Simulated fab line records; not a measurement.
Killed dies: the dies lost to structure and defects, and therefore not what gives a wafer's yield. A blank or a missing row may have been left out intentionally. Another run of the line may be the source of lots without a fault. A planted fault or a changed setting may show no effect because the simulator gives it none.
fab line records ; flow n5Finfet
record: lots: 7; wafers: 21; lastDay: 17
route steps=1938 shown BEOL_M5@1142 PASSIVATION@1936
lots untouched by any fault: they come from a run of this same line in which no faults occurred
startH: hours from the record's opening day to when the first of the lot's shown wafers began ; waitH: time in hours since the lot's previous step ; " identical to the entry in the row above ; L1.1+2: a single row standing in for several wafers ; - no value present, or no start provided ; * or withheld: withheld ; < > ~ a bound
route shown NAME@n: NAME is a module with steps in the file, n the number in the route of the first one ; usual: the fault-free wafers' mean and standard deviation ; same: alike in all rows ; chamber/n: place in a boat ; sites: readings site by site ; _std_site: their standard deviation ; _edge_site: outer sites' mean less inner sites' ; radiusMm: for every site, how far away it sits from the centre of the wafer ; mask NAME#n: copy n ; behind: the last tool/chamber to shape the wafer ; hold: cause of the lot's hold/its duration in hours/its outcome ; device: the n, p or np transistor that did not switch ; end of line: the route-end tests of the same wafers ; a step with no rows: only its recipe ; killed: the dies lost at the first sort to structure and to defects; this is not the yield of the wafer ; map: a wafer's dies, x killed, . not, _ none there
set.NAME: the setting as run; set.NAME@STEP: as run at that earlier step ; model.NAME: the simulator's own value behind a step, which no gauge read
lots at some steps of the route; a table a step, a row a wafer
services: from which hour (startH, from the record's first day; less than 0 if before it) a tool's chamber was out of use, for how many hours, and why
== steps ==
step: N5_BEOL_M5_COAT_22
recipe: resist: CAR-EUV; spinRpm: 1500; resistThkNm: 30
step: N5_BEOL_M5_EBR_24
recipe: solvent: PGMEA; ebrWidthMm: 1.5
step: N5_BEOL_M5_SOFTBAKE_23
recipe: tempC: 110; timeS: 60; resist: CAR-EUV
step: N5_BEOL_M5_EXPOSE_25
recipe: maskId: V4; na: 0.33; sourceShape: quasar; sigmaInner: 0.2; sigmaOuter: 0.6; polarization: unpolarized; defocusNm: 10; doseMj: 52.75
step: N5_BEOL_M5_PEB_26
recipe: pebTempC: 100; pebTimeS: 60; resist: CAR-EUV
step: N5_BEOL_M5_DEVELOP_27
recipe: developTimeS: 30; developer: TMAH; resist: CAR-EUV; rinseLiquid: surfactantRinse; dry: airSpin; devTempC: 23
step: N5_BEOL_M5_CD_MEAS_28
recipe: targetCdNm: 30.6; landingEnergyEv: 500; detector: seInlens; targetCdYNm: 20; polarity: opening
usual: cdNm: 30.70/0.26
lot.wafer;tool;chamber;startH;waitH;cdNm
L517.3;cdSem-02;0;175.11;-;30.85
L517.5;cdSem-02;0;175.11;-;30.28
L517.6;cdSem-02;0;175.11;-;30.84
L528.1;cdSem-03;0;251.21;-;30.41
L528.5;cdSem-03;0;251.21;-;30.61
L528.6;cdSem-03;0;251.21;-;30.87
L530.1;cdSem-03;0;251.26;-;30.52
L530.2;cdSem-03;0;251.26;-;30.30
L530.3;cdSem-03;0;251.26;-;31.02
L529.2;cdSem-03;0;259.81;-;30.94
L529.5;cdSem-03;0;259.81;-;30.81
L529.6;cdSem-03;0;259.81;-;30.23
L532.2;cdSem-02;0;263.45;-;30.97
L532.5;cdSem-02;0;263.45;-;30.81
L532.6;cdSem-02;0;263.45;-;30.87
L539.2;cdSem-03;0;314.92;-;30.35
L539.4;cdSem-03;0;314.92;-;30.90
L539.6;cdSem-03;0;314.92;-;30.82
L540.1;cdSem-02;0;319.33;-;31.19
L540.2;cdSem-02;0;319.33;-;30.89
L540.5;cdSem-02;0;319.33;-;30.80
step: N5_BEOL_M5_OVL_MEAS_29
recipe: pointsPerWafer: 522
usual: V4_OVL: -0.2/0.67
lot.wafer;tool;chamber;startH;waitH;V4_OVL[nm]
L517.3;overlay-01;0;175.15;0.0;-0.2
L517.5;overlay-01;0;175.15;0.0;0.8
L517.6;overlay-01;0;175.15;0.0;0.3
L528.1;overlay-01;0;251.24;0.0;-1.1
L528.5;overlay-01;0;251.24;0.0;-0.3
L528.6;overlay-01;0;251.24;0.0;-0.2
L530.1;overlay-02;0;251.29;0.0;-0.4
L530.2;overlay-02;0;251.29;0.0;-0.4
L530.3;overlay-02;0;251.29;0.0;-0.4
L529.2;overlay-01;0;259.84;0.0;0.6
L529.5;overlay-01;0;259.84;0.0;0.4
L529.6;overlay-01;0;259.84;0.0;0.4
L532.2;overlay-02;0;263.48;0.0;0.6
L532.5;overlay-02;0;263.48;0.0;0.2
L532.6;overlay-02;0;263.48;0.0;1.1
L539.2;overlay-02;0;314.95;0.0;-1.4
L539.4;overlay-02;0;314.95;0.0;-1.0
L539.6;overlay-02;0;314.95;0.0;-1.3
L540.1;overlay-01;0;319.36;0.0;-0.2
L540.2;overlay-01;0;319.36;0.0;-1.3
L540.5;overlay-01;0;319.36;0.0;-0.2
step: N5_BEOL_M5_INSPECT_30
recipe: mode: adi; inspectInstrument: brightfield
usual: rawDefectCount: 422/100
lot.wafer;tool;chamber;startH;waitH;rawDefectCount
L517.3;defectInspect-01;-;175.20;0.0;618
L517.5;defectInspect-01;-;175.20;0.0;283
L517.6;defectInspect-01;-;175.20;0.0;443
L528.1;defectInspect-02;-;251.30;0.1;381
L528.5;defectInspect-02;-;251.30;0.1;406
L528.6;defectInspect-02;-;251.30;0.1;374
L530.1;defectInspect-02;-;251.35;0.1;411
L530.2;defectInspect-02;-;251.35;0.1;275
L530.3;defectInspect-02;-;251.35;0.1;429
L529.2;defectInspect-02;-;259.90;0.0;426
L529.5;defectInspect-02;-;259.90;0.0;556
L529.6;defectInspect-02;-;259.90;0.0;424
L532.2;defectInspect-01;-;263.53;0.0;545
L532.5;defectInspect-01;-;263.53;0.0;674
L532.6;defectInspect-01;-;263.53;0.0;496
L539.2;defectInspect-01;-;315.00;0.0;565
L539.4;defectInspect-01;-;315.00;0.0;484
L539.6;defectInspect-01;-;315.00;0.0;390
L540.1;defectInspect-02;-;319.42;0.1;322
L540.2;defectInspect-02;-;319.42;0.1;433
L540.5;defectInspect-02;-;319.42;0.1;522
step: N5_BEOL_M5_DESCUM_33
recipe: chemistry: O2; timeS: 7; sourcePowerW: 50; biasPowerW: 20; pressureMtorr: 20; rfFrequencyHz: 2.712e+07; tempC: 40; resist: CAR-EUV; o2FlowSccm: 225
usual: drypumpMotorCurrentA: 5.5/0.49; oesProductAu: 0.75/0.057; rfVppV: 243.2/1.8; showerheadPlenumPTorr: 2.09/0.095; throttleValvePct: 20.50/0.24
lot.wafer;tool;chamber;startH;waitH;drypumpMotorCurrentA;oesProductAu;rfHoursCounterH;rfVppV;showerheadPlenumPTorr;throttleValvePct
L517.3;rieDiel-03;1;175.23;0.0;5.2;0.75;152;243.2;2.09;20.70
L517.5;rieDiel-03;3;175.23;0.0;5.8;0.78;-;243.9;2.19;20.49
L517.6;rieDiel-03;2;175.23;0.0;6.5;0.74;-;245.0;2.17;20.17
L528.1;rieDiel-03;2;251.33;0.0;6.5;0.73;177;244.5;2.16;20.20
L528.5;rieDiel-03;1;251.33;0.0;5.2;0.72;-;244.0;2.09;20.74
L528.6;rieDiel-03;0;251.33;0.0;5.3;0.73;-;244.2;2.07;20.70
L530.1;rieDiel-02;2;251.59;0.2;6.1;0.76;132;240.8;1.93;20.83
L530.2;rieDiel-02;1;251.59;0.2;4.9;0.69;224;241.6;1.98;20.13
L530.3;rieDiel-02;0;251.59;0.2;5.3;0.72;190;243.0;2.07;20.60
L529.2;rieDiel-02;0;260.07;0.2;5.3;0.71;193;242.4;2.06;20.61
L529.5;rieDiel-02;0;260.07;0.2;5.3;0.71;-;242.4;2.06;20.60
L529.6;rieDiel-02;1;260.07;0.2;4.9;0.68;-;240.7;1.98;20.11
L532.2;rieDiel-02;1;263.57;0.0;4.9;0.69;227;241.3;1.98;20.10
L532.5;rieDiel-02;2;263.57;0.0;6.1;0.76;-;239.7;1.93;20.83
L532.6;rieDiel-02;3;263.57;0.0;5.6;0.82;-;243.6;2.19;20.29
L539.2;rieDiel-02;2;315.16;0.2;6.1;0.76;152;239.9;1.92;20.85
L539.4;rieDiel-02;0;315.16;0.2;5.3;0.72;211;244.2;2.06;20.63
L539.6;rieDiel-02;2;315.16;0.2;6.1;0.75;-;240.7;1.92;20.85
L540.1;rieDiel-02;1;319.46;0.0;4.9;0.67;246;241.9;1.97;20.15
L540.2;rieDiel-02;3;319.46;0.0;5.6;0.80;98;246.0;2.18;20.33
L540.5;rieDiel-02;3;319.46;0.0;5.6;0.81;-;245.0;2.18;20.33
step: N5_BEOL_M5_ETCH_75
recipe: chemistry: N2/H2; target: underlayer; targetDepthA: 65; maskMaterial: CAR-EUV; timeS: 5.2; ionEnergyEv: 200; pressureMtorr: 30; sourceW: 840; biasW: 150; n2FlowSccm: 200; h2FlowSccm: 200; ends: cleared
usual: biasW: 150.1/0.43; drypumpMotorCurrentA: 5.5/0.48; etchRfOnTimeS: 5.22/0.097; oesProductAu: 0.64/0.048; rfVppV: 524/3.5; showerheadPlenumPTorr: 2.54/0.12; throttleValvePct: 17.95/0.24
lot.wafer;tool;chamber;startH;waitH;biasW;drypumpMotorCurrentA;etchRfOnTimeS;oesProductAu;rfHoursCounterH;rfVppV;showerheadPlenumPTorr;throttleValvePct
L517.3;rieDiel-03;1;175.26;0.0;150.0;5.2;5.29;0.63;152;526;2.53;18.12
L517.5;rieDiel-03;3;175.26;0.0;150.2;5.9;5.24;0.67;-;528;2.67;17.92
L517.6;rieDiel-03;2;175.26;0.0;150.1;6.4;5.18;0.65;-;526;2.66;17.73
L528.1;rieDiel-03;2;251.37;0.0;149.9;6.4;5.19;0.63;177;525;2.65;17.77
L528.5;rieDiel-03;1;251.37;0.0;149.7;5.2;5.31;0.61;-;523;2.52;18.16
L528.6;rieDiel-03;0;251.37;0.0;150.1;5.3;5.23;0.61;-;523;2.51;18.05
L530.1;rieDiel-02;2;251.62;0.0;149.5;6.1;5.11;0.66;132;518;2.33;18.10
L530.2;rieDiel-02;1;251.62;0.0;150.1;4.9;5.28;0.59;224;520;2.40;17.55
L530.3;rieDiel-02;0;251.62;0.0;150.6;5.3;5.32;0.61;190;521;2.54;18.28
L529.2;rieDiel-02;0;260.11;0.0;150.4;5.3;5.33;0.61;193;522;2.54;18.28
L529.5;rieDiel-02;0;260.11;0.0;149.5;5.3;5.29;0.61;-;524;2.54;18.30
L529.6;rieDiel-02;1;260.11;0.0;150.3;4.9;5.31;0.59;-;521;2.40;17.54
L532.2;rieDiel-02;1;263.60;0.0;150.1;4.9;5.33;0.59;227;520;2.40;17.57
L532.5;rieDiel-02;2;263.60;0.0;150.4;6.1;5.13;0.65;-;519;2.33;18.13
L532.6;rieDiel-02;3;263.60;0.0;150.0;5.6;5.24;0.70;-;530;2.66;17.70
L539.2;rieDiel-02;2;315.20;0.0;150.2;6.1;5.14;0.63;152;516;2.32;18.14
L539.4;rieDiel-02;0;315.20;0.0;150.0;5.3;5.24;0.61;211;523;2.54;18.34
L539.6;rieDiel-02;2;315.20;0.0;150.1;6.0;5.14;0.63;-;518;2.32;18.16
L540.1;rieDiel-02;1;319.49;0.0;149.8;4.9;5.35;0.57;246;519;2.39;17.57
L540.2;rieDiel-02;3;319.49;0.0;150.2;5.6;5.21;0.69;98;529;2.66;17.73
L540.5;rieDiel-02;3;319.49;0.0;149.6;5.6;5.19;0.69;-;528;2.66;17.75
step: N5_BEOL_M5_ETCH_67
recipe: chemistry: CF4; target: SiARC; targetDepthA: 156; maskMaterial: CAR-EUV; timeS: 26; ionEnergyEv: 80; pressureMtorr: 40; sourceW: 545; biasW: 36; Ar_flow_sccm: 100; cf4FlowSccm: 100; ends: cleared
usual: biasW: 36.00/0.12; drypumpMotorCurrentA: 5.5/0.48; etchRfOnTimeS: 26.2/0.47; oesProductAu: 0.64/0.048; rfVppV: 184.0/1.5; showerheadPlenumPTorr: 2.14/0.093; throttleValvePct: 15.72/0.2
lot.wafer;tool;chamber;startH;waitH;biasW;drypumpMotorCurrentA;etchRfOnTimeS;oesProductAu;rfHoursCounterH;rfVppV;showerheadPlenumPTorr;throttleValvePct
L517.3;rieDiel-03;1;175.28;0.0;35.86;5.2;26.0;0.64;152;184.3;2.14;15.84
L517.5;rieDiel-03;3;175.28;0.0;36.23;5.8;26.3;0.66;-;184.7;2.24;15.64
L517.6;rieDiel-03;2;175.28;0.0;36.09;6.4;26.2;0.63;-;185.1;2.22;15.46
L528.1;rieDiel-03;2;251.39;0.0;35.92;6.4;26.5;0.61;177;184.2;2.22;15.52
L528.5;rieDiel-03;1;251.39;0.0;36.08;5.2;26.3;0.61;-;184.5;2.14;15.89
L528.6;rieDiel-03;0;251.39;0.0;35.87;5.3;26.2;0.62;-;184.0;2.14;16.01
L530.1;rieDiel-02;2;251.64;0.0;35.79;6.1;26.0;0.65;132;183.0;1.98;15.92
L530.2;rieDiel-02;1;251.64;0.0;35.89;4.9;26.5;0.60;224;182.3;2.04;15.40
L530.3;rieDiel-02;0;251.64;0.0;36.08;5.3;26.7;0.61;190;183.1;2.13;15.87
L529.2;rieDiel-02;0;260.12;0.0;36.04;5.3;26.3;0.61;193;182.7;2.13;15.87
L529.5;rieDiel-02;0;260.12;0.0;36.21;5.3;26.4;0.61;-;183.0;2.13;15.86
L529.6;rieDiel-02;1;260.12;0.0;35.92;4.9;26.8;0.59;-;180.6;2.04;15.41
L532.2;rieDiel-02;1;263.62;0.0;36.08;4.9;26.5;0.59;227;183.6;2.04;15.41
L532.5;rieDiel-02;2;263.62;0.0;35.98;6.1;26.0;0.65;-;181.8;1.98;15.94
L532.6;rieDiel-02;3;263.62;0.0;36.06;5.6;26.4;0.70;-;186.2;2.25;15.56
L539.2;rieDiel-02;2;315.21;0.0;36.00;6.1;25.9;0.63;152;181.6;1.98;15.95
L539.4;rieDiel-02;0;315.21;0.0;35.89;5.3;26.3;0.60;211;181.9;2.12;15.92
L539.6;rieDiel-02;2;315.21;0.0;35.92;6.1;25.8;0.64;-;183.4;1.98;15.96
L540.1;rieDiel-02;1;319.51;0.0;36.07;4.9;26.9;0.57;246;182.5;2.03;15.44
L540.2;rieDiel-02;3;319.51;0.0;35.92;5.6;26.2;0.69;98;185.0;2.25;15.62
L540.5;rieDiel-02;3;319.51;0.0;35.77;5.6;26.5;0.69;-;185.5;2.25;15.62
step: N5_BEOL_M5_ETCH_68
recipe: chemistry: N2/H2; target: SOC; targetDepthA: 800; overetchA: 160; maskMaterial: SiARC; tempC: 40; timeS: 120; ionEnergyEv: 200; pressureMtorr: 30; sourceW: 840; biasW: 150; n2FlowSccm: 200; h2FlowSccm: 200
usual: biasW: 150.0/0.42; drypumpMotorCurrentA: 5.5/0.48; oesProductAu: 0.58/0.04; rfVppV: 524/3.4; showerheadPlenumPTorr: 2.54/0.12; throttleValvePct: 17.91/0.24
lot.wafer;tool;chamber;startH;waitH;biasW;drypumpMotorCurrentA;oesProductAu;rfHoursCounterH;rfVppV;showerheadPlenumPTorr;throttleValvePct;model.SiARC_of_BEOL_M5_COAT_66.thkNm
L517.3;rieDiel-03;1;175.31;0.0;149.4;5.2;0.57;152;524;2.53;18.07;6.6
L517.5;rieDiel-03;3;175.31;0.0;150.1;5.8;0.59;-;527;2.67;17.88;6.4
L517.6;rieDiel-03;2;175.31;0.0;150.2;6.4;0.57;-;527;2.66;17.72;6.2
L528.1;rieDiel-03;2;251.41;0.0;150.4;6.5;0.57;177;526;2.65;17.73;6.4
L528.5;rieDiel-03;1;251.41;0.0;150.1;5.2;0.55;-;521;2.52;18.10;6.6
L528.6;rieDiel-03;0;251.41;0.0;150.2;5.3;0.56;-;523;2.51;18.02;6.6
L530.1;rieDiel-02;2;251.67;0.0;149.8;6.1;0.59;132;519;2.33;18.07;6.4
L530.2;rieDiel-02;1;251.67;0.0;150.7;4.9;0.54;224;520;2.40;17.51;7.4
L530.3;rieDiel-02;0;251.67;0.0;149.8;5.3;0.56;190;523;2.54;18.26;6.6
L529.2;rieDiel-02;0;260.15;0.0;150.0;5.3;0.55;193;524;2.54;18.24;6.6
L529.5;rieDiel-02;0;260.15;0.0;150.2;5.3;0.55;-;523;2.54;18.23;6.6
L529.6;rieDiel-02;1;260.15;0.0;150.2;4.9;0.54;-;520;2.40;17.53;7.2
L532.2;rieDiel-02;1;263.65;0.0;149.9;4.9;0.53;227;521;2.40;17.48;7.4
L532.5;rieDiel-02;2;263.65;0.0;149.9;6.1;0.58;-;520;2.33;18.08;6.4
L532.6;rieDiel-02;3;263.65;0.0;150.2;5.6;0.64;-;529;2.66;17.67;6.6
L539.2;rieDiel-02;2;315.24;0.0;149.9;6.1;0.57;152;518;2.32;18.12;6.4
L539.4;rieDiel-02;0;315.24;0.0;150.9;5.3;0.54;211;523;2.53;18.29;6.4
L539.6;rieDiel-02;2;315.24;0.0;149.9;6.1;0.58;-;519;2.32;18.11;6.4
L540.1;rieDiel-02;1;319.54;0.0;150.3;4.9;0.53;246;520;2.39;17.53;6.4
L540.2;rieDiel-02;3;319.54;0.0;151.5;5.6;0.62;98;528;2.66;17.69;6.4
L540.5;rieDiel-02;3;319.54;0.0;150.5;5.6;0.62;-;527;2.66;17.68;6.4
step: N5_BEOL_M5_STRIP_69
recipe: chemistry: N2/H2; tempC: 40; n2FlowSccm: 200; h2FlowSccm: 200; rfFrequencyHz: 6e+07
step: N5_PASSIVATION_PROBE_49
usual: defectLimitedYield: 91.6/1.2; killed_at_M0_to_M3: 33/9.4; killed_at_M4_up: 13/5.2; killedAtContacts: 13/5.6; killedAtFrontEnd: 37/9.5; killedAtOther: 4/3.1; killedDies: 99/15; killedOpen: 65/11; killedShort: 32/7.5; sort_bin_5_function: 4.9/0.77; sort_bin_6_memory: 3.1/0.65; sort_bin_8_speed: 0.01/0.056; sortNPass: 1081/15; sortYieldPct: 91.6/1.2
same: grossDies: 1180; killedAtBackSide: 0; sort_bin_4_leakage[%]: 0
lot.wafer;tool;chamber;startH;waitH;defectLimitedYield[%];killed_at_M0_to_M3;killed_at_M4_up;killedAtContacts;killedAtFrontEnd;killedAtOther;killedDies;killedOpen;killedShort;sort_bin_5_function[%];sort_bin_6_memory[%];sort_bin_8_speed[%];sortNPass;sortYieldPct[%]
L517.3;prober-02;-;272.42;0.1;91.8;43;7;20;21;6;97;68;29;4.7;3.3;0;1083;91.8
L517.5;prober-02;-;272.52;0.2;91.4;60;7;7;26;2;102;73;29;5.8;2.7;0;1078;91.4
L517.6;prober-02;-;272.57;0.3;89.9;53;8;23;33;2;119;68;51;5.0;4.4;0;1061;89.9
killed by level:class
L517.3 MOL_CONTACT_COAG:geometricParticle:open=18 BEOL_M1:geometricParticle:open=11 BEOL_M0_SAQP:geometricParticle:open=8 BEOL_M0_SAQP:geometricParticle:short=6 BEOL_M3:geometricParticle:open=6 FIN_SAQP:geometricParticle:short=4 STI_FIN_REVEAL:geometricParticle:open=4 MIM_TOP_ETCH:geometricParticle:open=4
L517.5 BEOL_M0_SAQP:geometricParticle:open=18 BEOL_M1:geometricParticle:open=14 BEOL_M0_SAQP:geometricParticle:short=7 MOL_CONTACT_COAG:geometricParticle:open=6 FIN_SAQP:geometricParticle:short=5 STI_FIN_REVEAL:geometricParticle:open=5 BEOL_M3:geometricParticle:open=5 BEOL_M2:geometricParticle:open=5
L517.6 MOL_CONTACT_COAG:geometricParticle:open=18 BEOL_M0_SAQP:geometricParticle:short=14 BEOL_M2:geometricParticle:open=10 BEOL_M0_SAQP:geometricParticle:open=8 BEOL_M3:geometricParticle:open=7 BEOL_M2:geometricParticle:short=6 STARTING-WAFER:geometricParticle:short=6 FIN_SAQP:geometricParticle:short=5
== services ==
tool;chamber;startH;hours;kind
rieDiel-03;2;153.41;8.3;repair
rieDiel-03;1;168.76;2.7;repair
rieDiel-03;0;215.28;6.4;repair
rieDiel-02;2;286.38;3.2;repair
== key ==
firstSign none at tools or gauges
modelEffect: step: N5_BEOL_M5_ETCH_68; value: SiARC_of_BEOL_M5_COAT_66.thkNm; without: 6.6; struck: 7.333
metAt N5_BEOL_M5_ETCH_68
struckWafers L529.6,L530.2,L532.2
fault: kind: processParameterDrift; tool: rieDiel-02; chamber: 1; onsetH: 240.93; steps: N5_BEOL_M5_ETCH_68; channel: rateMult; offset: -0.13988; shape: step; endH: 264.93
